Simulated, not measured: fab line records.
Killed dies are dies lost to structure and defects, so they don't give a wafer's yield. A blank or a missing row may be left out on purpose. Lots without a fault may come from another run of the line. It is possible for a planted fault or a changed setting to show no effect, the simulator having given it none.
Matching of chambers :: flow nand_harc :: 4 sister chambers for NHARC_A_CONTACT_CMP_20 on cmp-01
The step polishes, t overpolish 30 s, target thk 300 nm. 20 wafers are shown with their chamber, then 10 later ones without.

## WAFERS PAIRED WITH THEIR CHAMBERS
wafer: L075.1
chamber: 1
motor_current_A (A): 11.9
overpolish_run_s (s): 30.001
time_to_endpoint_s (s): 64

wafer: L075.2
chamber: 3
motor_current_A (A): 12.7
overpolish_run_s (s): 30.008
time_to_endpoint_s (s): 60

wafer: L075.6
chamber: 0
motor_current_A (A): 10.8
overpolish_run_s (s): 29.981
time_to_endpoint_s (s): 67

wafer: L074.1
chamber: 2
motor_current_A (A): 12.0
overpolish_run_s (s): 29.994
time_to_endpoint_s (s): 58

wafer: L074.2
chamber: 1
motor_current_A (A): 11.6
overpolish_run_s (s): 30.000
time_to_endpoint_s (s): 59

wafer: L074.6
chamber: 3
motor_current_A (A): 13.7
overpolish_run_s (s): 29.994
time_to_endpoint_s (s): 56

wafer: L078.1
chamber: 2
motor_current_A (A): 11.2
overpolish_run_s (s): 29.994
time_to_endpoint_s (s): 63

wafer: L078.2
chamber: 3
motor_current_A (A): 12.4
overpolish_run_s (s): 30.008
time_to_endpoint_s (s): 62

wafer: L078.5
chamber: 3
motor_current_A (A): 12.9
overpolish_run_s (s): 30.018
time_to_endpoint_s (s): 65

wafer: L083.2
chamber: 1
motor_current_A (A): 11.6
overpolish_run_s (s): 29.999
time_to_endpoint_s (s): 63

wafer: L083.5
chamber: 0
motor_current_A (A): 10.8
overpolish_run_s (s): 29.986
time_to_endpoint_s (s): 65

wafer: L083.6
chamber: 3
motor_current_A (A): 13.0
overpolish_run_s (s): 29.991
time_to_endpoint_s (s): 60

wafer: L085.1
chamber: 1
motor_current_A (A): 11.7
overpolish_run_s (s): 29.996
time_to_endpoint_s (s): 64

wafer: L085.5
chamber: 2
motor_current_A (A): 11.3
overpolish_run_s (s): 30.007
time_to_endpoint_s (s): 60

wafer: L085.6
chamber: 3
motor_current_A (A): 12.2
overpolish_run_s (s): 29.997
time_to_endpoint_s (s): 58

wafer: L081.1
chamber: 2
motor_current_A (A): 12.0
overpolish_run_s (s): 29.996
time_to_endpoint_s (s): 57

wafer: L081.2
chamber: 0
motor_current_A (A): 11.4
overpolish_run_s (s): 29.990
time_to_endpoint_s (s): 65

wafer: L081.5
chamber: 2
motor_current_A (A): 11.5
overpolish_run_s (s): 30.005
time_to_endpoint_s (s): 59

wafer: L084.1
chamber: 3
motor_current_A (A): 12.8
overpolish_run_s (s): 30.006
time_to_endpoint_s (s): 61

wafer: L084.4
chamber: 2
motor_current_A (A): 11.7
overpolish_run_s (s): 30.004
time_to_endpoint_s (s): 60

SIGNATURES (means of the wafers above)
reading: motor_current_A
chamber 0: 11.000
chamber 1: 11.700
chamber 2: 11.617
chamber 3: 12.814
scatter within a chamber: 0.377

reading: overpolish_run_s
chamber 0: 29.98567
chamber 1: 29.99900
chamber 2: 30.00000
chamber 3: 30.00314
scatter within a chamber: 0.00697

reading: time_to_endpoint_s
chamber 0: 65.67
chamber 1: 62.50
chamber 2: 59.50
chamber 3: 60.29
scatter within a chamber: 2.38
Rule: a wafer's distance from a chamber is the root of the sum, over the readings, of the square of ((its reading less the chamber's mean) divided by the reading's scatter). The wafer belongs to the nearest chamber; if the next one is less than 2 further off, it can't be placed. The scatter is the square root of a quotient: the sum, over the shown wafers, of each reading's squared deviation from its chamber's mean, divided by wafers minus chambers.

## WAFERS MISSING THEIR CHAMBER
wafer: L084.5
motor_current_A (A): 11.1
overpolish_run_s (s): 30.003
time_to_endpoint_s (s): 58

wafer: L089.4
motor_current_A (A): 11.4
overpolish_run_s (s): 29.989
time_to_endpoint_s (s): 59

wafer: L089.5
motor_current_A (A): 10.4
overpolish_run_s (s): 29.998
time_to_endpoint_s (s): 65

wafer: L089.6
motor_current_A (A): 11.4
overpolish_run_s (s): 30.002
time_to_endpoint_s (s): 59

wafer: L093.1
motor_current_A (A): 13.2
overpolish_run_s (s): 29.995
time_to_endpoint_s (s): 59

wafer: L093.2
motor_current_A (A): 11.7
overpolish_run_s (s): 29.990
time_to_endpoint_s (s): 61

wafer: L093.3
motor_current_A (A): 10.8
overpolish_run_s (s): 30.006
time_to_endpoint_s (s): 69

wafer: L092.1
motor_current_A (A): 10.3
overpolish_run_s (s): 30.010
time_to_endpoint_s (s): 67

wafer: L092.3
motor_current_A (A): 11.8
overpolish_run_s (s): 29.994
time_to_endpoint_s (s): 61

wafer: L092.5
motor_current_A (A): 11.1
overpolish_run_s (s): 30.009
time_to_endpoint_s (s): 66

## WHICH CHAMBER EACH WENT THROUGH
wafer: L084.5
from the rows above: can't be placed: 2 or 1
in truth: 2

wafer: L089.4
from the rows above: can't be placed: 2 or 1 or 0
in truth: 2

wafer: L089.5
from the rows above: can't be placed: 0 or 1 or 2
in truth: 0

wafer: L089.6
from the rows above: can't be placed: 2 or 1
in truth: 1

wafer: L093.1
from the rows above: 3
in truth: 3

wafer: L093.2
from the rows above: can't be placed: 1 or 2 or 0
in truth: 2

wafer: L093.3
from the rows above: can't be placed: 0 or 1 or 2
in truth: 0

wafer: L092.1
from the rows above: can't be placed: 0 or 1 or 2
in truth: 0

wafer: L092.3
from the rows above: can't be placed: 1 or 2
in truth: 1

wafer: L092.5
from the rows above: can't be placed: 1 or 2 or 0
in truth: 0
Correct placement for 1 of the 10. Unplaceable from these rows: 9, with the true chamber sitting among the candidates in 9. Wrongly placed: 0.
